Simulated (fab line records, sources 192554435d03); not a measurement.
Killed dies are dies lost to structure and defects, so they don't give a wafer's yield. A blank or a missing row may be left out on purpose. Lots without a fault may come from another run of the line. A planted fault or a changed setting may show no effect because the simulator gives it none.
fab line records | flow n5_finfet
record lots=6 wafers=18 last_day=18
route steps=1938 shown BEOL_M2@891 BEOL_M3@931 PASSIVATION@1936
lots that met no fault: from a run of the same line without faults
start_h: hours from the record's first day to the start of the lot's first wafer shown | wait_h: hours since the lot's step before | " the same as in the row above | L1.1+2: a row that stands for several wafers | - no value, or no start given | * or withheld: withheld | < > ~ a bound
route shown NAME@n: a module of which the file shows steps, and the number in the route of the first | usual: mean/standard deviation of fault-free wafers | same: alike in all rows | chamber/n: place in a boat | sites: the reading at each site | _std_site: their standard deviation | _edge_site: outer sites' mean less inner sites' | radius_mm: how far each site lies from the wafer's centre | mask NAME#n: copy n | behind: the tool/chamber that last shaped the wafer | hold: why the lot was held/for how many hours/how that ended | device: the transistor (n, p or np) that didn't switch | end of line: the same wafers' tests at the end of the route | a step without rows: its recipe alone | killed: dies lost to structure and defects at the first sort, not the wafer's yield | map: a wafer's dies, x killed, . not, _ none there
set.NAME: the setting as run; set.NAME@STEP: as run at that earlier step | model.NAME: the simulator's own value behind a step, which no gauge read
lots at some steps of the route; a table a step, a row a wafer
services: from which hour (start_h, from the record's first day; less than 0 if before it) a tool's chamber was out of use, for how many hours, and why
## steps
# step N5_BEOL_M2_ETCH_41
# recipe chemistry=CH3F/O2 target=SiCN target_depth_a=299 taper_deg=2 time_s=52.5 ion_energy_ev=120 mask_material=TiN pressure_mtorr=30 source_w=395 bias_w=75 Ar_flow_sccm=150 CH3F_flow_sccm=30 O2_flow_sccm=20
# step N5_BEOL_M2_STRIP_97
# recipe chemistry=N2/H2 time_s=10 power_w=450 temp_c=40 pressure_mtorr=20 rf_frequency_hz=6e+07 bias_power_w=7 n2_flow_sccm=200 h2_flow_sccm=200
# step N5_BEOL_M2_OCD_MEAS_38
# usual trench_depth_nm=55.2/1.1
# columns lot.wafer tool chamber start_h wait_h trench_depth_nm
L301.3 ocd-01 - 161.95 - 54.9
L301.4 " - " " 55.3
L301.5 " - " " 57.2
L305.2 ocd-01 - 200.80 - 54.9
L305.3 " - " " 55.2
L305.4 " - " " 55.9
L306.3 ocd-02 - 201.21 - 55.4
L306.4 " - " " 55.4
L306.6 " - " " 55.6
L307.3 ocd-02 - 202.03 - 54.9
L307.4 " - " " 56.4
L307.5 " - " " 55.3
L312.1 ocd-01 - 224.82 - 55.6
L312.3 " - " " 55.1
L312.4 " - " " 54.5
L320.2 ocd-01 - 280.12 - 56.1
L320.3 " - " " 54.5
L320.5 " - " " 56.0
# step N5_BEOL_M2_HM_STRIP_39
# recipe chemistry=peroxide_tin_strip material=TiN target_depth_a=250 temp_c=50 time_s=158
# step N5_BEOL_M2_SRD_40
# recipe time_s=30 temp_c=23 rinse_liquid=diw dry=ipa_marangoni
# step N5_BEOL_M2_PRECLEAN_42
# recipe chemistry=residue_remover time_s=60 temp_c=40
# step N5_BEOL_M2_SRD_43
# recipe time_s=30 temp_c=23 rinse_liquid=diw dry=ipa_marangoni
# step N5_BEOL_M2_CD_MEAS_35
# recipe target_cd_nm=18 target_cd_y_nm=22.2 polarity=opening
# usual cd_nm=18.1/0.4
# columns lot.wafer tool chamber start_h wait_h cd_nm
L301.3 cd_sem-01 - 162.10 0.0 18.7
L301.4 " - " " 19.3
L301.5 " - " " 17.9
L305.2 cd_sem-03 - 200.95 0.0 17.8
L305.3 " - " " 18.0
L305.4 " - " " 18.2
L306.3 cd_sem-01 - 201.37 0.0 18.1
L306.4 " - " " 17.8
L306.6 " - " " 18.1
L307.3 cd_sem-01 - 202.19 0.0 18.2
L307.4 " - " " 18.5
L307.5 " - " " 18.9
L312.1 cd_sem-01 - 224.98 0.0 17.9
L312.3 " - " " 17.6
L312.4 " - " " 17.7
L320.2 cd_sem-01 - 280.27 0.0 18.1
L320.3 " - " " 17.5
L320.5 " - " " 18.0
# step N5_BEOL_M2_DEGAS_44
# recipe ambient=vacuum temp_c=250 time_s=60
# step N5_BEOL_M2_PRE_CLEAN_45
# recipe gas=H2/He time_s=30 temp_c=250
# usual heater_power_w=340/36 susceptor_temp_C=250.05/0.18
# columns lot.wafer tool chamber start_h wait_h heater_power_w susceptor_temp_C
L301.3 pvd_sputter-02 - 162.68 0.0 340 250.16
L301.4 " - " " 286 250.20
L301.5 " - " " 290 249.63
L305.2 pvd_sputter-03 - 201.37 0.0 308 250.33
L305.3 " - " " 316 249.99
L305.4 " - " " 355 250.01
L306.3 pvd_sputter-02 - 201.75 0.0 421 250.37
L306.4 " - " " 342 249.81
L306.6 " - " " 422 250.36
L307.3 pvd_sputter-02 - 202.37 0.0 291 250.08
L307.4 " - " " 422 249.90
L307.5 " - " " 336 250.05
L312.1 pvd_sputter-03 - 225.44 0.0 305 249.83
L312.3 " - " " 362 250.13
L312.4 " - " " 315 250.27
L320.2 pvd_sputter-02 - 280.62 0.0 294 250.03
L320.3 " - " " 430 250.09
L320.5 " - " " 292 250.22
# step N5_BEOL_M2_ALD_84
# recipe material=TaN target_thk_a=* temp_c=275 ald_precursor_family=PDMAT ald_co_reactant=NH3 pressure_torr=3 carrier_flow_sccm=1500 pulse_time_s=2 purge_time_s=3 co_reactant_purge_time_s=2 co_reactant_pulse_time_s=3 ald_cycles=30 precursor_vessel_temp_c=75 precursor_vessel_pressure_torr=26.25 precursor_vessel_carrier_sccm=1000
# step N5_BEOL_M2_SURFACE_TREAT_85
# recipe gas=Ar time_s=* ion_energy_ev=* ion_current_ma_cm2=0.5 pressure_mtorr=* ar_flow_sccm=30
# step N5_BEOL_M2_CVD_47
# recipe material=Co target_thk_a=30 temp_c=withheld precursor=CCTBA/H2 pressure_torr=30 time_s=223.8
# columns lot.wafer tool chamber start_h wait_h
L301.3+4+5 cvd_co-01 0,2,1 164.07 0.3
L305.2+3+4 cvd_co-02 1,0,0 202.05 0.0
L306.3+4+6 cvd_co-02 2,2,1 202.19 0.1
L307.3+4+5 cvd_co-02 2,2,0 202.89 0.2
L312.1+3+4 cvd_co-02 1,2,0 225.85 0.1
L320.2+3+5 cvd_co-01 0,2,1 280.97 0.0
# step N5_BEOL_M2_SPUTTER_48
# recipe material=Cu target_thk_a=45 temp_c=-20 chamber_pressure_pa=0.07 power_w=withheld time_s=8.29
# usual susceptor_temp_C=-20.00/0.11 throttle_valve_pct=30.1/0.95
# columns lot.wafer tool chamber start_h wait_h susceptor_temp_C throttle_valve_pct
L301.3 pvd_sputter-03 - 164.42 0.3 -20.00 29.6
L301.4 " - " " -20.01 28.4
L301.5 " - " " -20.00 30.8
L305.2 pvd_sputter-03 - 202.23 0.1 -19.93 31.1
L305.3 " - " " -19.84 30.0
L305.4 " - " " -19.82 29.9
L306.3 pvd_sputter-01 - 202.40 0.1 -19.89 31.6
L306.4 " - " " -20.11 30.2
L306.6 " - " " -20.10 30.0
L307.3 pvd_sputter-03 - 204.07 1.1 -20.09 29.9
L307.4 " - " " -20.03 30.9
L307.5 " - " " -19.99 30.1
L312.1 pvd_sputter-01 - 226.04 0.1 -19.90 31.9
L312.3 " - " " -20.21 28.9
L312.4 " - " " -20.04 30.4
L320.2 pvd_sputter-02 - 281.22 0.2 -20.06 31.1
L320.3 " - " " -20.17 29.8
L320.5 " - " " -19.82 31.2
# step N5_BEOL_M2_ANNEAL_49
# recipe temp_c=400 time_s=240 ambient=vacuum
# step N5_BEOL_M2_SPUTTER_79
# recipe material=Cu target_thk_a=45 temp_c=-20 chamber_pressure_pa=0.07 power_w=withheld time_s=8.29
# step N5_BEOL_M2_ANNEAL_80
# recipe temp_c=400 time_s=240 ambient=vacuum
# step N5_BEOL_M2_SPUTTER_81
# recipe material=Cu target_thk_a=45 temp_c=-20 chamber_pressure_pa=0.07 power_w=withheld time_s=8.29
# step N5_BEOL_M2_ANNEAL_82
# recipe temp_c=400 time_s=240 ambient=vacuum
# step N5_BEOL_M2_SPUTTER_86
# recipe material=Cu target_thk_a=45 temp_c=-20 chamber_pressure_pa=0.07 power_w=withheld time_s=8.29
# usual susceptor_temp_C=-20.01/0.11 throttle_valve_pct=30.0/0.94
# columns lot.wafer tool chamber start_h wait_h susceptor_temp_C throttle_valve_pct
L301.3 pvd_sputter-03 - 165.08 0.1 -20.08 30.1
L301.4 " - " " -19.98 28.4
L301.5 " - " " -20.08 31.0
L305.2 pvd_sputter-03 - 202.89 0.1 -20.11 30.9
L305.3 " - " " -20.05 30.0
L305.4 " - " " -20.17 30.0
L306.3 pvd_sputter-01 - 203.11 0.1 -19.98 31.6
L306.4 " - " " -20.12 30.3
L306.6 " - " " -20.13 30.2
L307.3 pvd_sputter-03 - 204.73 0.1 -20.25 29.9
L307.4 " - " " -19.91 30.8
L307.5 " - " " -20.15 29.8
L312.1 pvd_sputter-01 - 226.70 0.1 -20.18 31.7
L312.3 " - " " -20.03 28.7
L312.4 " - " " -19.98 30.2
L320.2 pvd_sputter-02 - 281.88 0.1 -20.08 31.3
L320.3 " - " " -19.97 29.8
L320.5 " - " " -20.04 31.3
# step N5_BEOL_M2_ANNEAL_87
# recipe temp_c=400 time_s=240 ambient=vacuum
# step N5_BEOL_M2_SPUTTER_88
# recipe material=Cu target_thk_a=45 temp_c=-20 chamber_pressure_pa=0.07 power_w=withheld time_s=8.29
# step N5_BEOL_M2_ANNEAL_89
# recipe temp_c=400 time_s=240 ambient=vacuum
# step N5_BEOL_M2_SPUTTER_90
# recipe material=Cu target_thk_a=45 temp_c=-20 chamber_pressure_pa=0.07 power_w=withheld time_s=8.29
# step N5_BEOL_M2_ANNEAL_91
# recipe temp_c=400 time_s=240 ambient=vacuum
# step N5_BEOL_M2_SPUTTER_92
# recipe material=Cu target_thk_a=45 temp_c=-20 chamber_pressure_pa=0.07 power_w=withheld time_s=8.29
# step N5_BEOL_M2_ANNEAL_93
# recipe temp_c=400 time_s=240 ambient=vacuum
# step N5_BEOL_M2_SPUTTER_94
# recipe material=Cu target_thk_a=45 temp_c=-20 chamber_pressure_pa=0.07 power_w=withheld time_s=8.29
# usual susceptor_temp_C=-19.99/0.097 throttle_valve_pct=30.0/0.93
# columns lot.wafer tool chamber start_h wait_h susceptor_temp_C throttle_valve_pct
L301.3 pvd_sputter-03 - 165.96 0.1 -20.05 29.8
L301.4 " - " " -19.91 28.3
L301.5 " - " " -20.01 31.0
L305.2 pvd_sputter-03 - 203.77 0.1 -19.97 30.6
L305.3 " - " " -20.17 30.0
L305.4 " - " " -20.16 29.9
L306.3 pvd_sputter-01 - 204.07 0.1 -19.92 31.9
L306.4 " - " " -19.82 30.1
L306.6 " - " " -20.06 30.0
L307.3 pvd_sputter-03 - 205.61 0.1 -20.04 29.9
L307.4 " - " " -19.91 30.9
L307.5 " - " " -19.83 29.8
L312.1 pvd_sputter-01 - 227.58 0.1 -19.98 32.0
L312.3 " - " " -20.01 28.8
L312.4 " - " " -20.07 30.2
L320.2 pvd_sputter-02 - 282.76 0.1 -20.11 31.1
L320.3 " - " " -19.95 29.8
L320.5 " - " " -19.85 31.1
# step N5_BEOL_M2_ANNEAL_95
# recipe temp_c=400 time_s=240 ambient=vacuum
# step N5_BEOL_M2_SPUTTER_96
# recipe material=Cu target_thk_a=45 temp_c=-20 chamber_pressure_pa=0.07 power_w=withheld time_s=8.29
# step N5_BEOL_M2_ECD_50
# recipe material=Cu target_thk_a=3000
# step N5_BEOL_M2_ANNEAL_51
# recipe temp_c=225 time_s=90 ambient=N2
# step N5_BEOL_M2_CMP_52
# recipe stop_on=SiOC t_overpolish_s=6.8 down_force_psi=1 platen_rpm=50 clearing_platen_down_force_psi=1.5 clearing_platen_rpm=50 post_cmp_clean=cu_alkaline target_thk_nm=40 clearing_platen_pad_velocity_m_s=0.99484 pad_velocity_m_s=0.99484
# step N5_BEOL_M2_THK_MEAS_53
# recipe thk_meas_gauge=xrf reads=Cu_of_BEOL_M2_ECD_50
# usual M2_THK=38.9/1.6
# columns lot.wafer tool chamber start_h wait_h M2_THK[nm]
L301.3 film_metro-01 - 166.97 - 37.8
L301.4 " - " " 40.3
L301.5 " - " " 41.0
L305.2 film_metro-02 - 204.78 - 41.2
L305.3 " - " " 39.7
L305.4 " - " " 39.9
L306.3 film_metro-01 - 205.10 - 39.6
L306.4 " - " " 36.5
L306.6 " - " " 36.9
L307.3 film_metro-01 - 206.62 - 38.0
L307.4 " - " " 40.4
L307.5 " - " " 38.9
L312.1 film_metro-02 - 228.59 - 41.1
L312.3 " - " " 39.6
L312.4 " - " " 38.2
L320.2 film_metro-01 - 283.76 - 40.2
L320.3 " - " " 38.9
L320.5 " - " " 39.1
# step N5_BEOL_M2_PRE_CLEAN_60
# recipe gas=NH3/H2 time_s=15 temp_c=* rf_power_w=300
# step N5_BEOL_M2_CO_CAP_55
# recipe material=Co target_thk_a=20 temp_c=200 precursor=CCTBA/H2 pressure_torr=30 time_s=102.1
# step N5_BEOL_M2_PRE_CLEAN_56
# recipe gas=NH3 time_s=15 temp_c=withheld rf_power_w=300
# step N5_BEOL_M2_DEP_57
# recipe material=SiCN target_thk_a=80 temp_c=withheld precursor=3MS/NH3 pressure_torr=3 rf_w=202 time_s=14
# step N5_BEOL_M2_RS_MEAS_58
# recipe thk_meas_gauge=four-point-probe reads=Co_of_BEOL_M2_CO_CAP_55+Cu_of_BEOL_M2_ECD_50+Co_of_BEOL_M2_CVD_47+TaN_of_BEOL_M2_ALD_84
# usual M2_RS=0.69/0.035
# columns lot.wafer tool chamber start_h wait_h M2_RS[ohm/sq]
L301.3 film_metro-01 - 167.23 0.1 0.71
L301.4 " - " " 0.65
L301.5 " - " " 0.64
L305.2 film_metro-02 - 205.04 0.1 0.64
L305.3 " - " " 0.67
L305.4 " - " " 0.67
L306.3 film_metro-01 - 205.36 0.1 0.67
L306.4 " - " " 0.73
L306.6 " - " " 0.73
L307.3 film_metro-02 - 206.88 0.1 0.70
L307.4 " - " " 0.65
L307.5 " - " " 0.69
L312.1 film_metro-01 - 228.85 0.0 0.64
L312.3 " - " " 0.67
L312.4 " - " " 0.70
L320.2 film_metro-01 - 284.03 0.1 0.66
L320.3 " - " " 0.69
L320.5 " - " " 0.68
# step N5_BEOL_M3_ILD_DEP_00
# recipe material=SiOC target_thk_a=790 temp_c=350 precursor=DEMS/O2 pressure_torr=5 rf_w=500 time_s=15.3
# usual heater_power_w=461/50 showerhead_plenum_p_Torr=5.694/0.013 susceptor_temp_C=350.00/0.23 throttle_valve_pct=12.1/0.6
# columns lot.wafer tool chamber start_h wait_h heater_power_w showerhead_plenum_p_Torr susceptor_temp_C throttle_valve_pct
L301.3 pecvd-03 1 167.29 0.0 439 5.691 349.62 12.8
L301.4 " 1 " " 441 5.693 349.93 12.9
L301.5 " 0 " " 467 5.691 349.81 12.3
L305.2 pecvd-04 0 205.10 0.0 421 5.702 349.67 12.8
L305.3 " 2 " " 514 5.670 349.92 11.2
L305.4 " 0 " " 430 5.710 350.12 12.8
L306.3 pecvd-02 2 205.42 0.0 464 5.691 350.16 11.2
L306.4 " 2 " " 482 5.695 349.97 11.2
L306.6 " 0 " " 512 5.676 349.97 12.4
L307.3 pecvd-02 2 206.94 0.0 533 5.695 350.25 11.2
L307.4 " 1 " " 501 5.700 349.78 11.8
L307.5 " 2 " " 541 5.713 350.03 11.2
L312.1 pecvd-02 2 228.91 0.0 524 5.691 349.52 11.3
L312.3 " 1 " " 455 5.693 350.05 12.0
L312.4 " 0 " " 531 5.677 349.96 12.3
L320.2 pecvd-04 0 284.09 0.0 410 5.716 350.26 12.8
L320.3 " 1 " " 421 5.708 349.79 12.4
L320.5 " 1 " " 428 5.695 349.99 12.3
# step N5_BEOL_M3_THK_MEAS_01
# recipe reads=SiOC_of_BEOL_M3_ILD_DEP_00
# usual M3_ILD_THK=79.3/0.98
# columns lot.wafer tool chamber start_h wait_h M3_ILD_THK[nm]
L301.3 film_metro-02 - 167.36 0.1 79.2
L301.4 " - " " 79.7
L301.5 " - " " 79.3
L305.2 film_metro-02 - 205.17 0.1 79.5
L305.3 " - " " 78.3
L305.4 " - " " 79.9
L306.3 film_metro-02 - 205.49 0.1 79.0
L306.4 " - " " 80.9
L306.6 " - " " 80.4
L307.3 film_metro-01 - 207.01 0.1 80.3
L307.4 " - " " 80.7
L307.5 " - " " 80.7
L312.1 film_metro-02 - 228.98 0.0 79.7
L312.3 " - " " 79.9
L312.4 " - " " 80.2
L320.2 film_metro-01 - 284.16 0.1 77.7
L320.3 " - " " 77.3
L320.5 " - " " 78.2
# step N5_PASSIVATION_PROBE_49
# usual defect_limited_yield=91.6/1.4 killed_at_M0_to_M3=33/10 killed_at_M4_up=13/5.3 killed_at_contacts=13/5.9 killed_at_front_end=36/12 killed_at_other=4/3.1 killed_dies=99/16 killed_on_rim=13/4.2 killed_open=65/13 killed_short=32/7.3 sort_bin_5_function=4.9/0.9 sort_bin_6_memory=3.1/0.66 sort_n_pass=1081/17 sort_yield_pct=91.6/1.4
# same gross_dies=1180 killed_at_back_side=0 sort_bin_4_leakage[%]=0 sort_bin_8_speed[%]=0
# columns lot.wafer tool chamber start_h wait_h defect_limited_yield[%] killed_at_M0_to_M3 killed_at_M4_up killed_at_contacts killed_at_front_end killed_at_other killed_dies killed_on_rim killed_open killed_short sort_bin_5_function[%] sort_bin_6_memory[%] sort_n_pass sort_yield_pct[%]
L307.3 prober-01 - 349.45 0.1 89.7 59 17 11 29 5 121 16 66 49 5.9 4.1 1059 89.7
L307.4 prober-01 - 349.50 0.2 91.7 45 15 14 22 2 98 18 73 22 5.2 2.9 1082 91.7
L307.5 prober-01 - 349.55 0.2 83.1 151 20 3 24 2 200 30 55 16 10.9 2.9 980 83.1
L312.4 prober-02 - 366.07 0.2 78.7 158 17 25 49 2 251 33 85 22 12.6 4.7 929 78.7
# killed by level:class
L307.3 BEOL_M0_SAQP:geometric_particle:open=16 BEOL_M0_SAQP:geometric_particle:short=15 MOL_CONTACT_COAG:geometric_particle:open=10 BEOL_M4:geometric_particle:open=7 BEOL_M2:geometric_particle:open=7 BEOL_M1:geometric_particle:open=6 STARTING-WAFER:geometric_particle:open=5 GATE_CUT:geometric_particle:short=4
L307.4 BEOL_M0_SAQP:geometric_particle:open=12 BEOL_M3:geometric_particle:open=11 MOL_CONTACT_COAG:geometric_particle:open=10 BEOL_M1:geometric_particle:open=8 STI_FIN_REVEAL:geometric_particle:open=6 BEOL_M2:geometric_particle:open=6 BEOL_M4:geometric_particle:open=6 MOL_CONTACT_COAG:geometric_particle:short=4
L307.5 BEOL_M2:unspecified=126 BEOL_M1:geometric_particle:open=11 BEOL_M4:geometric_particle:open=6 BEOL_M2:geometric_particle:open=5 BEOL_M8:geometric_particle:open=5 STI_FIN_REVEAL:geometric_particle:open=4 DUMMY_GATE:geometric_particle:open=4 FIN_SAQP:geometric_particle:open=3
L312.4 BEOL_M2:unspecified=125 MOL_CONTACT_COAG:geometric_particle:open=21 BEOL_M3:geometric_particle:open=20 HKMG_FIN:area_etch=13 FIN_SAQP:geometric_particle:open=7 BEOL_M4:geometric_particle:open=7 FIN_SAQP:geometric_particle:short=5 STI_FIN_REVEAL:geometric_particle:open=4
# map L307.5 (x killed, . not)
_________________.........x.x________________
______________.......x.x........_____________
___________........................__________
__________..........x..............x_________
________..........x............x.x..x._______
_______...x............................______
______.x.......x.........x.............._____
_____...............x...........xx..x....____
____........x.............................___
___........................................__
___.....................x.x................__
__...................x........x.x..........._
__...........................x.............._
_x.....x...................x...........x...x.
_...........................x....x...........
_...................x.....x................x.
_x...............................x...........
_.......x.xx..............x.........x........
_......x.xxx.x.............x..x..............
_..xx.xxxxxx......x.xx............x..........
_...xxxxxxxxxxx..x...............xxx.........
__..xxxxxxxxxxxx.x............x............._
__xxxxxxxxxxxxxxxx.........................._
___xxxxxxxxxxxxx..xx........x.......x......__
___xxxxxxxxxxxxxx...x....x....x...x........__
____xxxxxxxxxxxx........x.................___
_____xxxxxxxxxx.........x...xx...x.......____
______xxxxxxxxx.x......x....x.....x....._____
_______xxxxxxx.x.......................______
________xxx..x..................x....._______
__________x........................._________
___________...x....................__________
______________x................._____________
_________________.x....xx....________________
# map L312.4 (x killed, . not)
_________________.........x..________________
______________..........x......._____________
___________.....xx........x..x.....__________
__________.....x........x..........._________
________................x.x..........._______
_______.x.xx......x.......x........x...______
______...............x.................._____
_____......x.......x..x..................____
____...................xxx...xx.x.x.......___
___.........x..................x.....x.....__
___x.........x....x.x........x..........x.x__
__........x....x.x..x.....................x._
__......x..........x.......x............xx.._
_...........x.x.xx.x..xx...........x.....xxx.
_..x.x.............x....x....x...............
_...x........x.....x.............xxx.........
_.............................x.......x..x..x
_...............x.x.....x.x.x...............x
_xxx...xxxxxx..xxx................x.xx.......
_.x..xxxxxxxxx..............x...x..x.........
_.xx.xxxxxxxxx.xx................x.x.........
__..xxxxxxxxxx..xx.........................._
__.xxxxxxxxxxxx......x................x....._
___xxxxxxxxxxxxxx...................x......__
___xxxxxxxxxxxxxx...x..x...................__
____xxxxxxxxxxxxx......x..................___
_____xxxxxxxxxx.................x.x......____
______xxxxxxxxxx.............x.x.....x.x_____
_______xx.xxxxxx........x.....x........______
________xxx.xxxx...x.................._______
__________.x...xxx.x..x..x...x....xx_________
___________.......................x__________
______________.................._____________
_________________...x.x.....x________________
## services
# columns tool chamber start_h hours kind
pvd_sputter-01 - 143.59 5.2 repair
cvd_co-02 - 158.69 6.9 pm
pecvd-03 - 162.43 2.2 repair
pecvd-02 - 165.07 2.8 pm
pecvd-04 1 196.95 5.5 scheduled_down
pecvd-04 - 203.08 1.3 repair
pecvd-03 1 223.73 6.0 repair
pecvd-02 1 233.21 2.1 scheduled_down
pecvd-03 2 234.72 9.0 repair
pecvd-04 0 256.02 5.2 repair
pecvd-02 0 273.00 5.5 scheduled_down
## key
first_sign step=N5_PASSIVATION_PROBE_49 reading=killed_at_M0_to_M3 direction=up sigmas=12 usual=33 struck=154
effect step=N5_PASSIVATION_PROBE_49 reading=killed_dies direction=up sigmas=7.7 usual=99 struck=226
more_kills_born_at N5_BEOL_M2_CVD_47@cvd_co-02=251
met_at N5_BEOL_M2_CVD_47
struck_wafers L307.5,L312.4
baseline_loss step=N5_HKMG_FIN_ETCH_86 wafers=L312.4
onset_between 202.05 202.89
fault kind=chamber_particle_source tool=cvd_co-02 chamber=0 onset_h=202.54 steps=N5_BEOL_M2_CVD_47 rate_per_visit_cm2=1.5815 end_h=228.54
# baseline_loss: these wafers lose ten dies or more at that step, a loss of the line's own and not of a fault; the sort's usual values leave them out
